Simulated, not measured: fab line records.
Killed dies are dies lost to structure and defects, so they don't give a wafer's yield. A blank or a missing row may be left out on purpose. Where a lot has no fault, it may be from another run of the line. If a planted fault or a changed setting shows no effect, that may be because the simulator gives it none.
Chamber matching / flow nand-harc / pecvd-03 running NHARC_P_BONDPAD_DEP_00: 3 sister chambers
The step deposits SiCN, target thk 250 nm. 14 wafers are shown with their chamber, then 7 later ones without.

WAFERS, EACH WITH ITS CHAMBER
wafer=L081.2; chamber=1; showerhead-vpp-V (V)=1368; heater-power-w (W)=547; chamber-pressure-Torr (Torr)=2.996
wafer=L081.5; chamber=0; showerhead-vpp-V (V)=1305; heater-power-w (W)=592; chamber-pressure-Torr (Torr)=3.006
wafer=L081.6; chamber=1; showerhead-vpp-V (V)=1373; heater-power-w (W)=562; chamber-pressure-Torr (Torr)=2.995
wafer=L082.1; chamber=0; showerhead-vpp-V (V)=1305; heater-power-w (W)=554; chamber-pressure-Torr (Torr)=2.993
wafer=L082.2; chamber=2; showerhead-vpp-V (V)=1360; heater-power-w (W)=493; chamber-pressure-Torr (Torr)=2.995
wafer=L082.4; chamber=2; showerhead-vpp-V (V)=1337; heater-power-w (W)=493; chamber-pressure-Torr (Torr)=3.009
wafer=L084.1; chamber=1; showerhead-vpp-V (V)=1373; heater-power-w (W)=497; chamber-pressure-Torr (Torr)=3.000
wafer=L084.3; chamber=2; showerhead-vpp-V (V)=1330; heater-power-w (W)=540; chamber-pressure-Torr (Torr)=2.994
wafer=L084.5; chamber=1; showerhead-vpp-V (V)=1369; heater-power-w (W)=498; chamber-pressure-Torr (Torr)=3.006
wafer=L089.1; chamber=2; showerhead-vpp-V (V)=1353; heater-power-w (W)=455; chamber-pressure-Torr (Torr)=3.002
wafer=L089.2; chamber=0; showerhead-vpp-V (V)=1299; heater-power-w (W)=593; chamber-pressure-Torr (Torr)=2.998
wafer=L089.3; chamber=1; showerhead-vpp-V (V)=1371; heater-power-w (W)=525; chamber-pressure-Torr (Torr)=2.987
wafer=L090.1; chamber=0; showerhead-vpp-V (V)=1294; heater-power-w (W)=510; chamber-pressure-Torr (Torr)=2.997
wafer=L090.5; chamber=2; showerhead-vpp-V (V)=1332; heater-power-w (W)=534; chamber-pressure-Torr (Torr)=3.008

SIGNATURES (averages over the wafers above)
reading=showerhead-vpp-V; chamber 0=1300.75; chamber 1=1370.80; chamber 2=1342.40; scatter within a chamber=8.63
reading=heater-power-w; chamber 0=562.25; chamber 1=525.80; chamber 2=503.00; scatter within a chamber=34.1
reading=chamber-pressure-Torr; chamber 0=2.99850; chamber 1=2.99680; chamber 2=3.00160; scatter within a chamber=0.00661
Rule: a wafer's distance from a chamber is the root of the sum, over the readings, of the square of ((its reading less the chamber's mean) divided by the reading's scatter). The wafer belongs to the nearest chamber; if the next one is less than 2 further off, it can't be placed. The scatter: take each reading less its chamber's mean, square it, sum over the shown wafers, divide by the number of wafers less the number of chambers, and take the root.

WAFERS MISSING THEIR CHAMBER
wafer=L090.6; showerhead-vpp-V (V)=1295; heater-power-w (W)=528; chamber-pressure-Torr (Torr)=2.988
wafer=L091.3; showerhead-vpp-V (V)=1337; heater-power-w (W)=431; chamber-pressure-Torr (Torr)=3.008
wafer=L091.4; showerhead-vpp-V (V)=1365; heater-power-w (W)=564; chamber-pressure-Torr (Torr)=3.002
wafer=L091.6; showerhead-vpp-V (V)=1284; heater-power-w (W)=529; chamber-pressure-Torr (Torr)=3.008
wafer=L092.1; showerhead-vpp-V (V)=1376; heater-power-w (W)=525; chamber-pressure-Torr (Torr)=3.006
wafer=L092.3; showerhead-vpp-V (V)=1335; heater-power-w (W)=511; chamber-pressure-Torr (Torr)=3.006
wafer=L092.6; showerhead-vpp-V (V)=1369; heater-power-w (W)=420; chamber-pressure-Torr (Torr)=3.005

EACH ONE'S CHAMBER
wafer=L090.6; from the rows above=0; in truth=0
wafer=L091.3; from the rows above=2; in truth=2
wafer=L091.4; from the rows above=can't be placed: 1 or 2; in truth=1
wafer=L091.6; from the rows above=0; in truth=0
wafer=L092.1; from the rows above=1; in truth=1
wafer=L092.3; from the rows above=2; in truth=2
wafer=L092.6; from the rows above=can't be placed: 1 or 2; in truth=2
5 of 7 placed correctly. Can't be placed from these rows: 2 (the true chamber is among the candidates in 2). 0 placed wrongly.
